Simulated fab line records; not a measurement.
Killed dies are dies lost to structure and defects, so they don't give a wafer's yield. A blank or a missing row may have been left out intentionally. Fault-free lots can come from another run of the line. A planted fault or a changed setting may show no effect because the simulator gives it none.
Split-lot trial || flow n5Finfet || 39 wafers read from 7 lots, route of 1938 steps

THE SPLIT
At N5_DUMMY_GATE_ETCH_37 (etches SOC in N2/H2, target depth 60 nm, overetch 30 nm), the setting sourceW was moved away from the recipe's 840 W on 12 of the 39 wafers read, by -9.1% to +16.3%. All remaining wafers had this setting at the recipe value.

The split's own step is where the reading is taken.

THE READING
rfVppV, in V, at N5_DUMMY_GATE_ETCH_37 (etches SOC in N2/H2, target depth 60 nm, overetch 30 nm). Fault-free wafers of this fab line usually give 525.8 V, standard deviation 2.2 V.

{"wafer": "L075.1", "tool, chamber at the split": "rieDiel-04, 0", "sourceW as run, W": 951.2, "against the recipe": "+13.2%", "rfVppV, V": 504.0, "against lot-mates on the recipe": -20.1}
{"wafer": "L075.2", "tool, chamber at the split": "rieDiel-04, 1", "sourceW as run, W": 951.2, "against the recipe": "+13.2%", "rfVppV, V": 499.3, "against lot-mates on the recipe": -24.8}
{"wafer": "L075.3", "tool, chamber at the split": "rieDiel-04, 3", "sourceW as run, W": 840, "against the recipe": "recipe", "rfVppV, V": 523.8, "against lot-mates on the recipe": "-"}
{"wafer": "L075.4", "tool, chamber at the split": "rieDiel-04, 2", "sourceW as run, W": 840, "against the recipe": "recipe", "rfVppV, V": 524.8, "against lot-mates on the recipe": "-"}
{"wafer": "L075.5", "tool, chamber at the split": "rieDiel-04, 3", "sourceW as run, W": 840, "against the recipe": "recipe", "rfVppV, V": 523.7, "against lot-mates on the recipe": "-"}
{"wafer": "L075.6", "tool, chamber at the split": "rieDiel-04, 2", "sourceW as run, W": 951.2, "against the recipe": "+13.2%", "rfVppV, V": 501.6, "against lot-mates on the recipe": -22.5}
{"wafer": "L083.1", "tool, chamber at the split": "rieDiel-04, 3", "sourceW as run, W": 840, "against the recipe": "recipe", "rfVppV, V": 523.5, "against lot-mates on the recipe": "-"}
{"wafer": "L083.2", "tool, chamber at the split": "rieDiel-04, 0", "sourceW as run, W": 840, "against the recipe": "recipe", "rfVppV, V": 525.5, "against lot-mates on the recipe": "-"}
{"wafer": "L083.3", "tool, chamber at the split": "rieDiel-04, 1", "sourceW as run, W": 840, "against the recipe": "recipe", "rfVppV, V": 519.9, "against lot-mates on the recipe": "-"}
{"wafer": "L083.4", "tool, chamber at the split": "rieDiel-04, 2", "sourceW as run, W": 840, "against the recipe": "recipe", "rfVppV, V": 525.2, "against lot-mates on the recipe": "-"}
{"wafer": "L083.5", "tool, chamber at the split": "rieDiel-04, 0", "sourceW as run, W": 840, "against the recipe": "recipe", "rfVppV, V": 526.0, "against lot-mates on the recipe": "-"}
{"wafer": "L083.6", "tool, chamber at the split": "rieDiel-04, 1", "sourceW as run, W": 840, "against the recipe": "recipe", "rfVppV, V": 519.6, "against lot-mates on the recipe": "-"}
{"wafer": "L084.1", "tool, chamber at the split": "rieDiel-02, 0", "sourceW as run, W": 763.5, "against the recipe": "-9.1%", "rfVppV, V": 544.2, "against lot-mates on the recipe": "+16.8"}
{"wafer": "L084.2", "tool, chamber at the split": "rieDiel-02, 1", "sourceW as run, W": 840, "against the recipe": "recipe", "rfVppV, V": 528.1, "against lot-mates on the recipe": "-"}
{"wafer": "L084.3", "tool, chamber at the split": "rieDiel-02, 2", "sourceW as run, W": 763.5, "against the recipe": "-9.1%", "rfVppV, V": 543.8, "against lot-mates on the recipe": "+16.4"}
{"wafer": "L084.4", "tool, chamber at the split": "rieDiel-02, 3", "sourceW as run, W": 763.5, "against the recipe": "-9.1%", "rfVppV, V": 545.1, "against lot-mates on the recipe": "+17.7"}
{"wafer": "L084.5", "tool, chamber at the split": "rieDiel-02, 0", "sourceW as run, W": 840, "against the recipe": "recipe", "rfVppV, V": 526.5, "against lot-mates on the recipe": "-"}
{"wafer": "L084.6", "tool, chamber at the split": "rieDiel-02, 3", "sourceW as run, W": 840, "against the recipe": "recipe", "rfVppV, V": 527.6, "against lot-mates on the recipe": "-"}
{"wafer": "L090.1", "tool, chamber at the split": "rieDiel-02, 3", "sourceW as run, W": 892.9, "against the recipe": "+6.3%", "rfVppV, V": 518.1, "against lot-mates on the recipe": -9.0}
{"wafer": "L090.2", "tool, chamber at the split": "rieDiel-02, 2", "sourceW as run, W": 840, "against the recipe": "recipe", "rfVppV, V": 527.2, "against lot-mates on the recipe": "-"}
{"wafer": "L090.3", "tool, chamber at the split": "rieDiel-02, 0", "sourceW as run, W": 840, "against the recipe": "recipe", "rfVppV, V": 526.7, "against lot-mates on the recipe": "-"}
{"wafer": "L090.4", "tool, chamber at the split": "rieDiel-02, 1", "sourceW as run, W": 892.9, "against the recipe": "+6.3%", "rfVppV, V": 515.6, "against lot-mates on the recipe": -11.5}
{"wafer": "L090.5", "tool, chamber at the split": "rieDiel-02, 0", "sourceW as run, W": 892.9, "against the recipe": "+6.3%", "rfVppV, V": 515.5, "against lot-mates on the recipe": -11.6}
{"wafer": "L090.6", "tool, chamber at the split": "rieDiel-02, 1", "sourceW as run, W": 840, "against the recipe": "recipe", "rfVppV, V": 527.5, "against lot-mates on the recipe": "-"}
{"wafer": "L093.1", "tool, chamber at the split": "rieDiel-04, 1", "sourceW as run, W": 840, "against the recipe": "recipe", "rfVppV, V": 521.1, "against lot-mates on the recipe": "-"}
{"wafer": "L093.3", "tool, chamber at the split": "rieDiel-04, 0", "sourceW as run, W": 840, "against the recipe": "recipe", "rfVppV, V": 526.5, "against lot-mates on the recipe": "-"}
{"wafer": "L093.4", "tool, chamber at the split": "rieDiel-04, 2", "sourceW as run, W": 840, "against the recipe": "recipe", "rfVppV, V": 524.6, "against lot-mates on the recipe": "-"}
{"wafer": "L096.1", "tool, chamber at the split": "rieDiel-02, 0", "sourceW as run, W": 840, "against the recipe": "recipe", "rfVppV, V": 526.6, "against lot-mates on the recipe": "-"}
{"wafer": "L096.2", "tool, chamber at the split": "rieDiel-02, 3", "sourceW as run, W": 840, "against the recipe": "recipe", "rfVppV, V": 527.8, "against lot-mates on the recipe": "-"}
{"wafer": "L096.3", "tool, chamber at the split": "rieDiel-02, 1", "sourceW as run, W": 840, "against the recipe": "recipe", "rfVppV, V": 526.4, "against lot-mates on the recipe": "-"}
{"wafer": "L096.4", "tool, chamber at the split": "rieDiel-02, 2", "sourceW as run, W": 840, "against the recipe": "recipe", "rfVppV, V": 527.9, "against lot-mates on the recipe": "-"}
{"wafer": "L096.5", "tool, chamber at the split": "rieDiel-02, 0", "sourceW as run, W": 840, "against the recipe": "recipe", "rfVppV, V": 527.0, "against lot-mates on the recipe": "-"}
{"wafer": "L096.6", "tool, chamber at the split": "rieDiel-02, 1", "sourceW as run, W": 840, "against the recipe": "recipe", "rfVppV, V": 526.5, "against lot-mates on the recipe": "-"}
{"wafer": "L097.1", "tool, chamber at the split": "rieDiel-04, 3", "sourceW as run, W": 840, "against the recipe": "recipe", "rfVppV, V": 524.0, "against lot-mates on the recipe": "-"}
{"wafer": "L097.2", "tool, chamber at the split": "rieDiel-04, 0", "sourceW as run, W": 977.2, "against the recipe": "+16.3%", "rfVppV, V": 499.8, "against lot-mates on the recipe": -24.8}
{"wafer": "L097.3", "tool, chamber at the split": "rieDiel-04, 2", "sourceW as run, W": 840, "against the recipe": "recipe", "rfVppV, V": 523.9, "against lot-mates on the recipe": "-"}
{"wafer": "L097.4", "tool, chamber at the split": "rieDiel-04, 2", "sourceW as run, W": 977.2, "against the recipe": "+16.3%", "rfVppV, V": 498.3, "against lot-mates on the recipe": -26.3}
{"wafer": "L097.5", "tool, chamber at the split": "rieDiel-04, 0", "sourceW as run, W": 840, "against the recipe": "recipe", "rfVppV, V": 525.8, "against lot-mates on the recipe": "-"}
{"wafer": "L097.6", "tool, chamber at the split": "rieDiel-04, 3", "sourceW as run, W": 977.2, "against the recipe": "+16.3%", "rfVppV, V": 496.8, "against lot-mates on the recipe": -27.8}

THE FIT
A straight line over all 39 wafers: rfVppV changes by -1.77 V for each +1% of sourceW; r = -0.98; the points scatter about the line by 2.3 V.
The same after taking each lot's own level away (the mean of its wafers on the recipe; 39 wafers): -1.69 V for each +1%; r = -0.99; scatter 1.6 V.
Per that fit: largest sourceW move, reading shift of 28 V.
Measured against the standard deviation above, the lots' own levels, which go from 523.28 to 527.40 V, span 1.9 times it.
Consequently the slope shifts little with the lot-to-lot level, the two slopes agreeing.
Check: with one of the wafers moved furthest among these (+16.3%) left out of the fit, the line predicts -27.9 V for it against its lot-mates. Against them it came out at -24.8 V.
Tool readings at the split's step, against how far the setting was moved: rfVppV r = -0.98.

THE OTHER SPLITS THESE WAFERS WENT THROUGH
These wafers also went through other splits before the reading. Each is held against what the fit with the lots' levels taken away leaves over:
{"other split on the same wafers": "N5_DUMMY_GATE_CVD_03 tempC", "wafers away from the commonest value": 30, "r with rfVppV (lot level and that fit taken away)": -0.17}

THE FILE'S OWN FIT
rfVppV changes by -1.68 V for each +1% of sourceW, r = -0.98.
